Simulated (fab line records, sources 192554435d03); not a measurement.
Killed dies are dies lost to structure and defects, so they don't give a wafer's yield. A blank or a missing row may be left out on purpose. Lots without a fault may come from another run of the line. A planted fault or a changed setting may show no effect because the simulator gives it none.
Which tool did it? | flow n5_finfet | 24 lots, 72 wafers sampled, at 6 steps of a route of 1938

WHAT THE GAUGES READ, wafer by wafer
N5_MOL_CONTACT_COAG_CD_MEAS_08: target cd 28 nm. Usual: cd_nm 27.89 nm, standard deviation 0.25.
lot  | measured     | on        | cd_nm (nm)        | flag
L074 | day 4 16:05  | cd_sem-02 | 28.21 28.14 28.21 |
L075 | day 4 19:16  | cd_sem-02 | 27.88 27.60 27.84 |
L076 | day 5 07:21  | cd_sem-01 | 28.12 27.79 27.92 |
L077 | day 5 11:30  | cd_sem-03 | 27.74 27.86 27.64 |
L078 | day 5 17:54  | cd_sem-02 | 28.19 27.87 28.25 |
L079 | day 5 21:19  | cd_sem-01 | 27.89 28.35 28.39 |
L080 | day 6 06:16  | cd_sem-01 | 28.11 27.82 27.79 |
L081 | day 6 14:11  | cd_sem-01 | 27.92 27.77 27.83 |
L082 | day 6 16:15  | cd_sem-02 | 27.94 27.43 27.70 |
L083 | day 6 22:52  | cd_sem-03 | 28.12 27.87 28.48 |
L084 | day 7 03:03  | cd_sem-02 | 27.50 27.83 27.62 |
L085 | day 7 18:48  | cd_sem-02 | 27.94 27.90 27.76 |
L086 | day 7 19:19  | cd_sem-01 | 27.73 27.71 27.83 |
L087 | day 8 00:14  | cd_sem-01 | 27.75 28.21 27.50 |
L089 | day 8 09:59  | cd_sem-01 | 28.15 27.81 28.11 |
L088 | day 8 16:02  | cd_sem-03 | 27.70 28.10 28.55 |
L090 | day 8 17:40  | cd_sem-01 | 27.86 27.51 27.68 |
L091 | day 8 20:29  | cd_sem-03 | 28.03 27.77 28.02 |
L092 | day 9 06:24  | cd_sem-01 | 27.63 27.64 27.64 |
L093 | day 9 12:29  | cd_sem-03 | 28.14 27.82 28.28 |
L094 | day 9 15:45  | cd_sem-03 | 28.02 28.10 27.53 |
L095 | day 10 02:10 | cd_sem-01 | 27.66 27.69 27.66 |
L096 | day 10 03:55 | cd_sem-02 | 28.22 27.54 27.93 |
L097 | day 10 12:26 | cd_sem-02 | 28.17 28.15 28.13 |

N5_MOL_CONTACT_COAG_CD_MEAS_84: target cd 25.1 nm. Usual: cd_nm 25.12 nm, standard deviation 0.25.
lot  | measured     | on        | cd_nm (nm)        | flag
L074 | day 5 00:44  | cd_sem-03 | 25.25 25.26 24.96 |
L075 | day 5 07:00  | cd_sem-01 | 25.07 25.24 24.89 |
L076 | day 5 19:33  | cd_sem-03 | 25.44 25.04 25.03 |
L077 | day 5 21:34  | cd_sem-03 | 25.04 24.76 24.55 |
L078 | day 6 04:59  | cd_sem-02 | 25.44 24.43 25.02 |
L079 | day 6 07:33  | cd_sem-01 | 25.25 25.38 25.78 |
L080 | day 6 17:24  | cd_sem-03 | 25.07 24.81 24.83 |
L081 | day 7 03:37  | cd_sem-02 | 25.09 24.83 25.01 |
L082 | day 7 04:01  | cd_sem-01 | 24.78 25.29 25.15 |
L083 | day 7 08:15  | cd_sem-03 | 25.28 24.99 24.95 |
L084 | day 7 13:58  | cd_sem-03 | 25.39 25.36 25.13 |
L085 | day 8 03:10  | cd_sem-01 | 25.30 24.92 25.26 |
L086 | day 8 03:25  | cd_sem-01 | 25.05 25.01 24.81 |
L087 | day 8 09:26  | cd_sem-02 | 25.07 25.61 25.38 |
L089 | day 8 19:35  | cd_sem-01 | 25.22 24.80 25.13 |
L088 | day 9 03:05  | cd_sem-01 | 25.06 25.34 25.26 |
L090 | day 9 03:49  | cd_sem-02 | 25.29 24.98 25.08 |
L091 | day 9 06:38  | cd_sem-03 | 25.41 25.01 24.93 |
L092 | day 9 18:09  | cd_sem-03 | 24.97 24.96 25.06 |
L093 | day 9 21:54  | cd_sem-01 | 25.49 25.48 25.29 |
L094 | day 10 01:07 | cd_sem-02 | 24.96 25.00 24.86 |
L095 | day 10 16:19 | cd_sem-01 | 24.83 25.24 24.96 |
L096 | day 10 16:32 | cd_sem-03 | 24.78 24.94 24.76 |
L097 | day 10 22:38 | cd_sem-03 | 25.07 25.56 25.23 |

WHICH TOOL RAN EACH LOT (tool, then ch and the chambers of the sampled wafers, then the start)
lot  | N5_GATE_CUT_CUT_ETCH_53           | N5_GATE_CUT_CUT_ETCH_55           | N5_MOL_CONTACT_COAG_TI_SIL_19 | N5_MOL_CONTACT_COAG_ANNEAL_113
L074 | rie_metal-02 ch 0,1, day 4 12:40  | rie_metal-02 ch 0,1, day 4 12:47  | pvd_sputter-03, day 4 17:05   | rtp_anneal-01 ch 0, day 4 18:47
L075 | rie_metal-02 ch 0,1, day 4 15:59  | rie_metal-02 ch 0,1, day 4 16:07  | pvd_sputter-03, day 4 20:23   | rtp_anneal-02 ch 0, day 4 23:28
L076 | rie_metal-03 ch 0,1, day 5 03:28  | rie_metal-03 ch 0,1, day 5 03:35  | pvd_sputter-01, day 5 09:57   | rtp_anneal-01 ch 0, day 5 11:37
L077 | rie_metal-02 ch 0,1, day 5 07:40  | rie_metal-02 ch 0,1, day 5 07:47  | pvd_sputter-01, day 5 12:37   | rtp_anneal-02 ch 0, day 5 15:59
L078 | rie_metal-01 ch 1, day 5 14:38    | rie_metal-01 ch 1, day 5 14:45    | pvd_sputter-02, day 5 19:49   | rtp_anneal-02 ch 0, day 5 22:28
L079 | rie_metal-01 ch 0,1, day 5 18:03  | rie_metal-01 ch 0,1, day 5 18:10  | pvd_sputter-01, day 5 22:22   | rtp_anneal-01 ch 0, day 6 02:06
L080 | rie_metal-02 ch 0,1, day 6 02:56  | rie_metal-02 ch 0,1, day 6 03:02  | pvd_sputter-03, day 6 08:47   | rtp_anneal-01 ch 0, day 6 11:13
L081 | rie_metal-03 ch 0,1, day 6 10:56  | rie_metal-03 ch 0,1, day 6 11:02  | pvd_sputter-03, day 6 15:18   | rtp_anneal-02 ch 0, day 6 20:55
L082 | rie_metal-03 ch 0,1, day 6 12:56  | rie_metal-03 ch 0,1, day 6 13:03  | pvd_sputter-01, day 6 20:02   | rtp_anneal-01 ch 0, day 6 21:54
L083 | rie_metal-03 ch 0,1, day 6 19:04  | rie_metal-03 ch 0,1, day 6 19:11  | pvd_sputter-01, day 6 23:52   | rtp_anneal-01 ch 0, day 7 02:04
L084 | rie_metal-01 ch 0,1, day 6 23:26  | rie_metal-01 ch 0,1, day 6 23:33  | pvd_sputter-02, day 7 04:19   | rtp_anneal-01 ch 0, day 7 08:23
L085 | rie_metal-01 ch 0,1, day 7 14:52  | rie_metal-01 ch 0,1, day 7 14:59  | pvd_sputter-03, day 7 20:00   | rtp_anneal-01 ch 0, day 7 21:42
L086 | rie_metal-02 ch 0,1, day 7 15:16  | rie_metal-02 ch 0,1, day 7 15:23  | pvd_sputter-03, day 7 20:18   | rtp_anneal-02 ch 0, day 7 21:53
L087 | rie_metal-01 ch 0,1, day 7 20:53  | rie_metal-01 ch 0,1, day 7 21:01  | pvd_sputter-03, day 8 01:19   | rtp_anneal-01 ch 0, day 8 04:17
L089 | rie_metal-02 ch 0,1, day 8 06:44  | rie_metal-02 ch 0,1, day 8 06:51  | pvd_sputter-03, day 8 11:19   | rtp_anneal-01 ch 0, day 8 12:56
L088 | rie_metal-02 ch 0, day 8 12:03    | rie_metal-02 ch 0, day 8 12:10    | pvd_sputter-03, day 8 17:04   | rtp_anneal-02 ch 0, day 8 20:55
L090 | rie_metal-01 ch 0,1, day 8 14:24  | rie_metal-01 ch 0,1, day 8 14:31  | pvd_sputter-02, day 8 19:55   | rtp_anneal-02 ch 0, day 8 22:07
L091 | rie_metal-03 ch 0,1, day 8 16:55  | rie_metal-03 ch 0,1, day 8 17:02  | pvd_sputter-02, day 8 22:52   | rtp_anneal-01 ch 0, day 9 00:30
L092 | rie_metal-03 ch 0,1, day 9 02:50  | rie_metal-03 ch 0,1, day 9 03:00  | pvd_sputter-01, day 9 09:02   | rtp_anneal-02 ch 0, day 9 12:28
L093 | rie_metal-02 ch 1, day 9 09:13    | rie_metal-02 ch 1, day 9 09:20    | pvd_sputter-03, day 9 13:54   | rtp_anneal-02 ch 0, day 9 16:02
L094 | rie_metal-02 ch 0,1, day 9 12:21  | rie_metal-02 ch 0,1, day 9 12:28  | pvd_sputter-03, day 9 17:23   | rtp_anneal-02 ch 0, day 9 19:50
L095 | rie_metal-02 ch 0,1, day 9 22:23  | rie_metal-02 ch 0,1, day 9 22:29  | pvd_sputter-03, day 10 04:12  | rtp_anneal-02 ch 0, day 10 07:58
L096 | rie_metal-02 ch 0,1, day 10 00:31 | rie_metal-02 ch 0,1, day 10 00:38 | pvd_sputter-02, day 10 05:31  | rtp_anneal-01 ch 0, day 10 08:12
L097 | rie_metal-01 ch 0,1, day 10 09:07 | rie_metal-01 ch 0,1, day 10 09:14 | pvd_sputter-01, day 10 13:29  | rtp_anneal-01 ch 0, day 10 16:29
- N5_GATE_CUT_CUT_ETCH_53: etches W in SF6/Cl2, target depth 79.2 nm.
- N5_GATE_CUT_CUT_ETCH_55: etches HfO2 in BCl3, target depth 3.2 nm.
- N5_MOL_CONTACT_COAG_TI_SIL_19: material Ti, target thk 4.2 nm, time 15 s.
- N5_MOL_CONTACT_COAG_ANNEAL_113: time 300 s.

WHAT THE TOOLS THEMSELVES READ (means of the sampled wafers that have a number; where no wafer has one, the mark that the record gives instead)
N5_GATE_CUT_CUT_ETCH_53. Usual: bias_w 79.96 W, standard deviation 0.25; drypump_motor_current_A 5.4 A, standard deviation 0.45; etch_rf_on_time_s 26.4 s, standard deviation 0.43; oes_product_au 0.69 a.u., standard deviation 0.062; rf_fwd_power_W 879 W, standard deviation 3.6; throttle_valve_pct 28.8 %, standard deviation 0.32.
lot  | tool         | bias_w (W) | drypump_motor_current_A (A) | etch_rf_on_time_s (s) | oes_product_au (a.u.) | rf_fwd_power_W (W) | throttle_valve_pct (%) | flag
L074 | rie_metal-02 | 80.28      | 5.8                         | 26.3                  | 0.73                  | 880                | 28.6                   |
L075 | rie_metal-02 | 80.14      | 5.8                         | 26.4                  | 0.73                  | 880                | 28.6                   |
L076 | rie_metal-03 | 80.12      | 5.1                         | 26.4                  | 0.63                  | 876                | 29.0                   |
L077 | rie_metal-02 | 79.95      | 5.8                         | 25.9                  | 0.74                  | 879                | 28.6                   |
L078 | rie_metal-01 | 79.72      | 5.0                         | 26.2                  | 0.82                  | 878                | 28.4                   |
L079 | rie_metal-01 | 80.00      | 5.0                         | 26.2                  | 0.76                  | 879                | 28.6                   |
L080 | rie_metal-02 | 79.65      | 5.8                         | 26.2                  | 0.72                  | 879                | 28.6                   |
L081 | rie_metal-03 | 79.79      | 5.5                         | 26.5                  | 0.61                  | 877                | 29.2                   |
L082 | rie_metal-03 | 79.82      | 5.5                         | 26.4                  | 0.61                  | 878                | 29.2                   |
L083 | rie_metal-03 | 80.07      | 5.2                         | 26.2                  | 0.62                  | 875                | 29.0                   |
L084 | rie_metal-01 | 80.18      | 4.9                         | 26.8                  | 0.70                  | 880                | 28.6                   |
L085 | rie_metal-01 | 80.07      | 5.0                         | 26.5                  | 0.74                  | 879                | 28.6                   |
L086 | rie_metal-02 | 80.10      | 5.8                         | 26.1                  | 0.72                  | 875                | 28.6                   |
L087 | rie_metal-01 | 79.69      | 5.0                         | 26.4                  | 0.73                  | 882                | 28.5                   |
L089 | rie_metal-02 | 79.93      | 5.6                         | 26.7                  | 0.71                  | 877                | 28.8                   |
L088 | rie_metal-02 | 79.81      | 5.5                         | 26.8                  | 0.70                  | 878                | 29.0                   |
L090 | rie_metal-01 | 79.82      | 4.9                         | 26.6                  | 0.69                  | 882                | 28.7                   |
L091 | rie_metal-03 | 80.01      | 5.2                         | 26.7                  | 0.61                  | 877                | 29.1                   |
L092 | rie_metal-03 | 80.10      | 5.5                         | 26.2                  | 0.60                  | 878                | 29.2                   |
L093 | rie_metal-02 | 79.75      | 5.9                         | 25.7                  | 0.72                  | 877                | 28.4                   |
L094 | rie_metal-02 | 80.08      | 5.8                         | 26.1                  | 0.71                  | 877                | 28.6                   |
L095 | rie_metal-02 | 80.22      | 5.8                         | 26.5                  | 0.70                  | 878                | 28.6                   |
L096 | rie_metal-02 | 80.16      | 5.8                         | 26.1                  | 0.71                  | 878                | 28.6                   |
L097 | rie_metal-01 | 80.01      | 5.0                         | 26.2                  | 0.72                  | 880                | 28.6                   |

N5_GATE_CUT_CUT_ETCH_55. Usual: bias_w 18.00 W, standard deviation 0.045; drypump_motor_current_A 5.4 A, standard deviation 0.45; oes_product_au 0.77 a.u., standard deviation 0.067; rf_fwd_power_W 440.0 W, standard deviation 2.2; throttle_valve_pct 32.8 %, standard deviation 0.46.
lot  | tool         | bias_w (W) | drypump_motor_current_A (A) | oes_product_au (a.u.) | rf_fwd_power_W (W) | throttle_valve_pct (%) | flag
L074 | rie_metal-02 | 17.99      | 5.8                         | 0.82                  | 439.2              | 32.4                   |
L075 | rie_metal-02 | 17.97      | 5.8                         | 0.81                  | 438.0              | 32.4                   |
L076 | rie_metal-03 | 18.00      | 5.2                         | 0.69                  | 439.3              | 33.4                   |
L077 | rie_metal-02 | 17.96      | 5.8                         | 0.81                  | 439.8              | 32.4                   |
L078 | rie_metal-01 | 17.97      | 5.0                         | 0.91                  | 439.9              | 32.3                   |
L079 | rie_metal-01 | 18.02      | 5.0                         | 0.85                  | 440.9              | 32.5                   |
L080 | rie_metal-02 | 18.02      | 5.9                         | 0.80                  | 440.0              | 32.4                   |
L081 | rie_metal-03 | 17.97      | 5.5                         | 0.67                  | 439.0              | 33.3                   |
L082 | rie_metal-03 | 18.01      | 5.5                         | 0.67                  | 440.2              | 33.3                   |
L083 | rie_metal-03 | 18.03      | 5.2                         | 0.69                  | 440.0              | 33.4                   |
L084 | rie_metal-01 | 18.00      | 4.9                         | 0.78                  | 442.9              | 32.7                   |
L085 | rie_metal-01 | 18.01      | 5.0                         | 0.83                  | 441.1              | 32.5                   |
L086 | rie_metal-02 | 17.97      | 5.8                         | 0.80                  | 438.8              | 32.4                   |
L087 | rie_metal-01 | 17.97      | 5.0                         | 0.82                  | 440.9              | 32.5                   |
L089 | rie_metal-02 | 18.00      | 5.7                         | 0.79                  | 439.7              | 32.7                   |
L088 | rie_metal-02 | 18.00      | 5.5                         | 0.79                  | 439.6              | 32.9                   |
L090 | rie_metal-01 | 17.97      | 4.9                         | 0.77                  | 443.9              | 32.7                   |
L091 | rie_metal-03 | 18.04      | 5.1                         | 0.68                  | 440.6              | 33.4                   |
L092 | rie_metal-03 | 18.01      | 5.5                         | 0.66                  | 438.8              | 33.3                   |
L093 | rie_metal-02 | 18.04      | 6.0                         | 0.79                  | 440.2              | 32.2                   |
L094 | rie_metal-02 | 18.02      | 5.8                         | 0.78                  | 438.3              | 32.4                   |
L095 | rie_metal-02 | 17.98      | 5.8                         | 0.78                  | 439.0              | 32.5                   |
L096 | rie_metal-02 | 18.00      | 5.8                         | 0.78                  | 436.6              | 32.4                   |
L097 | rie_metal-01 | 17.99      | 5.0                         | 0.79                  | 441.9              | 32.5                   |

N5_MOL_CONTACT_COAG_TI_SIL_19. Usual: throttle_valve_pct 30.2 %, standard deviation 0.97.
lot  | tool           | throttle_valve_pct (%) | flag
L074 | pvd_sputter-03 | 30.9                   |
L075 | pvd_sputter-03 | 30.6                   |
L076 | pvd_sputter-01 | 29.9                   |
L077 | pvd_sputter-01 | 30.0                   |
L078 | pvd_sputter-02 | 28.8                   |
L079 | pvd_sputter-01 | 29.6                   |
L080 | pvd_sputter-03 | 30.9                   |
L081 | pvd_sputter-03 | 30.7                   |
L082 | pvd_sputter-01 | 30.2                   |
L083 | pvd_sputter-01 | 30.1                   |
L084 | pvd_sputter-02 | 29.1                   |
L085 | pvd_sputter-03 | 31.1                   |
L086 | pvd_sputter-03 | 30.5                   |
L087 | pvd_sputter-03 | 31.0                   |
L089 | pvd_sputter-03 | 30.2                   |
L088 | pvd_sputter-03 | 30.6                   |
L090 | pvd_sputter-02 | 29.5                   |
L091 | pvd_sputter-02 | 29.3                   |
L092 | pvd_sputter-01 | 30.1                   |
L093 | pvd_sputter-03 | 30.7                   |
L094 | pvd_sputter-03 | 30.7                   |
L095 | pvd_sputter-03 | 30.2                   |
L096 | pvd_sputter-02 | 29.1                   |
L097 | pvd_sputter-01 | 30.1                   |

N5_MOL_CONTACT_COAG_ANNEAL_113. Usual: lamp_power_pct 2.43 %, standard deviation 0.12; lamp_zone_5_pct 2.43 %, standard deviation 0.12; wafer_temp_C_max 401.6, standard deviation 0.4.
lot  | tool          | lamp_power_pct (%) | lamp_zone_5_pct (%) | wafer_temp_C_max | flag
L074 | rtp_anneal-01 | 2.32               | 2.32                | 401.8            |
L075 | rtp_anneal-02 | 2.56               | 2.55                | 401.7            |
L076 | rtp_anneal-01 | 2.32               | 2.32                | 402.0            |
L077 | rtp_anneal-02 | 2.56               | 2.55                | 401.5            |
L078 | rtp_anneal-02 | 2.56               | 2.55                | 401.7            |
L079 | rtp_anneal-01 | 2.32               | 2.32                | 401.4            |
L080 | rtp_anneal-01 | 2.32               | 2.32                | 401.7            |
L081 | rtp_anneal-02 | 2.55               | 2.56                | 401.6            |
L082 | rtp_anneal-01 | 2.32               | 2.32                | 401.1            |
L083 | rtp_anneal-01 | 2.32               | 2.32                | 401.4            |
L084 | rtp_anneal-01 | 2.32               | 2.32                | 401.6            |
L085 | rtp_anneal-01 | 2.32               | 2.32                | 401.6            |
L086 | rtp_anneal-02 | 2.55               | 2.56                | 402.3            |
L087 | rtp_anneal-01 | 2.32               | 2.32                | 401.4            |
L089 | rtp_anneal-01 | 2.32               | 2.32                | 401.1            |
L088 | rtp_anneal-02 | 2.55               | 2.55                | 401.5            |
L090 | rtp_anneal-02 | 2.56               | 2.56                | 401.7            |
L091 | rtp_anneal-01 | 2.32               | 2.32                | 401.7            |
L092 | rtp_anneal-02 | 2.55               | 2.56                | 401.8            |
L093 | rtp_anneal-02 | 2.56               | 2.56                | 401.5            |
L094 | rtp_anneal-02 | 2.56               | 2.56                | 402.0            |
L095 | rtp_anneal-02 | 2.56               | 2.55                | 402.0            |
L096 | rtp_anneal-01 | 2.32               | 2.32                | 401.3            |
L097 | rtp_anneal-01 | 2.32               | 2.32                | 401.7            |

THE ANSWER, worked out from the rows above alone
Rule: a lot is off if the mean of its wafers that have a number lies more than 3 standard deviations from the usual mean. A lot without any number at a reading at which 4 lots or more have one is off too. The other lots that the step has rows for count as sound. The gauges are gone through in route order, then the tools' own readings, and for those a lot's mean is taken as printed above. The first step at which some lot is off is used, and at that step the reading that is off furthest; a lot without a number counts as furthest.
No lot is off at any reading shown: from this, nothing can be told.

WHAT THE SIMULATOR HAD PUT IN
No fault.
